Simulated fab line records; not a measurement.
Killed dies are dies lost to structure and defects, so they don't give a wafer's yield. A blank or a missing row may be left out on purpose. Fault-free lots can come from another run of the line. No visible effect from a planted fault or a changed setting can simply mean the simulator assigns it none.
What tool caused it? + flow nand_harc + 27 wafers from 9 lots sampled at 5 of the route's 1302 steps

WHAT THE GAUGES SHOWED, per wafer
NHARC_A_CHANNEL_HOLE_D2_CD_MEAS_31.
| lot  | measured     | on        | cd_nm (nm)     |
|------|--------------|-----------|----------------|
| L352 | day 13 11:18 | cd_sem-03 | 89.5 87.5 89.0 |
| L355 | day 15 06:08 | cd_sem-03 | 3.0 1.6 0.8    |
| L354 | day 15 06:20 | cd_sem-01 | 0.6 0.1 0.5    |
| L356 | day 15 10:17 | cd_sem-02 | 2.0 2.1 1.1    |
| L359 | day 16 16:54 | cd_sem-02 | 90.5 88.3 89.7 |
| L368 | day 20 02:57 | cd_sem-01 | 91.2 89.2 88.7 |
| L371 | day 22 02:47 | cd_sem-03 | 90.3 88.1 89.4 |
| L373 | day 22 19:38 | cd_sem-02 | 90.8 91.4 91.5 |
| L374 | day 22 19:46 | cd_sem-02 | 88.5 91.4 88.9 |

WHAT TOOL EACH LOT RAN ON (gives the tool, then ch and the chambers of the sampled wafers, and finally the start)
| lot  | NHARC_A_CHANNEL_HOLE_D2_ETCH_39               | NHARC_A_CHANNEL_HOLE_D2_ETCH_16               | NHARC_A_CHANNEL_HOLE_D2_ETCH_21  | NHARC_A_CHANNEL_HOLE_D2_ETCH_22  |
|------|-----------------------------------------------|-----------------------------------------------|----------------------------------|----------------------------------|
| L352 | rie_diel-09 ch 0,2, day 13 06:17 or earlier   | rie_diel-09 ch 2,3, day 13 06:17 or earlier   | har_etch-01 ch 0,1, day 13 06:17 | har_etch-01 ch 0,1, day 13 06:45 |
| L355 | rie_diel-05 ch 0,1,2, day 15 01:02 or earlier | rie_diel-05 ch 0,1,3, day 15 01:02 or earlier | har_etch-02 ch 0,1, day 15 01:02 | har_etch-02 ch 0,1, day 15 01:28 |
| L354 | rie_diel-10 ch 1,2, day 15 01:28 or earlier   | rie_diel-10 ch 0,3, day 15 01:28 or earlier   | har_etch-01 ch 0,1, day 15 01:28 | har_etch-01 ch 0,1, day 15 01:58 |
| L356 | rie_diel-09 ch 2,3, day 15 05:16 or earlier   | rie_diel-09 ch 0,1,2, day 15 05:16 or earlier | har_etch-02 ch 0,1, day 15 05:16 | har_etch-02 ch 0,1, day 15 05:44 |
| L359 | rie_diel-09 ch 1,2,3, day 16 11:47 or earlier | rie_diel-09 ch 0,1,2, day 16 11:47 or earlier | har_etch-01 ch 0,1, day 16 11:47 | har_etch-01 ch 0,1, day 16 12:14 |
| L368 | rie_diel-05 ch 2,3, day 19 21:59 or earlier   | rie_diel-05 ch 0,1,2, day 19 21:59 or earlier | har_etch-02 ch 0,1, day 19 21:59 | har_etch-02 ch 0,1, day 19 22:29 |
| L371 | rie_diel-05 ch 0,1,2, day 21 21:41 or earlier | rie_diel-05 ch 0,2,3, day 21 21:41 or earlier | har_etch-01 ch 0,1, day 21 21:41 | har_etch-01 ch 0,1, day 21 22:07 |
| L373 | rie_diel-09 ch 1,2, day 22 14:40 or earlier   | rie_diel-09 ch 0,2,3, day 22 14:40 or earlier | har_etch-01 ch 0,1, day 22 14:40 | har_etch-01 ch 0,1, day 22 15:08 |
| L374 | rie_diel-05 ch 2,3, day 22 14:45 or earlier   | rie_diel-05 ch 0,3, day 22 14:45 or earlier   | har_etch-02 ch 0,1, day 22 14:45 | har_etch-02 ch 0,1, day 22 15:13 |
- NHARC_A_CHANNEL_HOLE_D2_ETCH_39: etches the open film in N2/H2, target depth 260 nm, time 325 s.
- NHARC_A_CHANNEL_HOLE_D2_ETCH_16: etches the open film in O2/COS, target depth 3100 nm, time 806 s.
- NHARC_A_CHANNEL_HOLE_D2_ETCH_21: etches the open film in C4F8/O2/Ar, time 514.3 s, target depth 1600 nm.
- NHARC_A_CHANNEL_HOLE_D2_ETCH_22: etches the open film in C4F8/O2/Ar, time 666.7 s, target depth 1600 nm.

THE ANSWER, worked out from the rows above alone
Rule: what is usual is taken from the lots themselves. The widest of any qualifying gaps counts: lots, ordered by their means at a reading, are off when they make up no more than a third of the lots, leave a main group of 4 or more, and stand apart from it by 3 or more times the standard deviation of that group's means. Not used: any main group whose means are identical at the precision the tables above print for the reading. A lot without any number at a reading at which 4 lots or more have one is off too. Any other lot the step has rows for is counted as sound.
Off: L355, L354, L356, at NHARC_A_CHANNEL_HOLE_D2_CD_MEAS_31 (cd_nm). The main group has a mean of 89.7 nm with a standard deviation of 0.78.
If a tool, at a process step before that reading, ran all the lots that are off and no sound lot after the first of them, it fits. Those tools and the gauges at NHARC_A_CHANNEL_HOLE_D2_CD_MEAS_31 are tried in the same way. NHARC_A_CHANNEL_HOLE_D2_ETCH_39: start missing for some lots; hours and lot order therefore follow NHARC_A_CHANNEL_HOLE_D2_ETCH_21. NHARC_A_CHANNEL_HOLE_D2_ETCH_16: start missing for some lots; hours and lot order therefore follow NHARC_A_CHANNEL_HOLE_D2_ETCH_21. Not one of the candidates tried fits.

WHAT HAD BEEN PUT IN BY THE SIMULATOR
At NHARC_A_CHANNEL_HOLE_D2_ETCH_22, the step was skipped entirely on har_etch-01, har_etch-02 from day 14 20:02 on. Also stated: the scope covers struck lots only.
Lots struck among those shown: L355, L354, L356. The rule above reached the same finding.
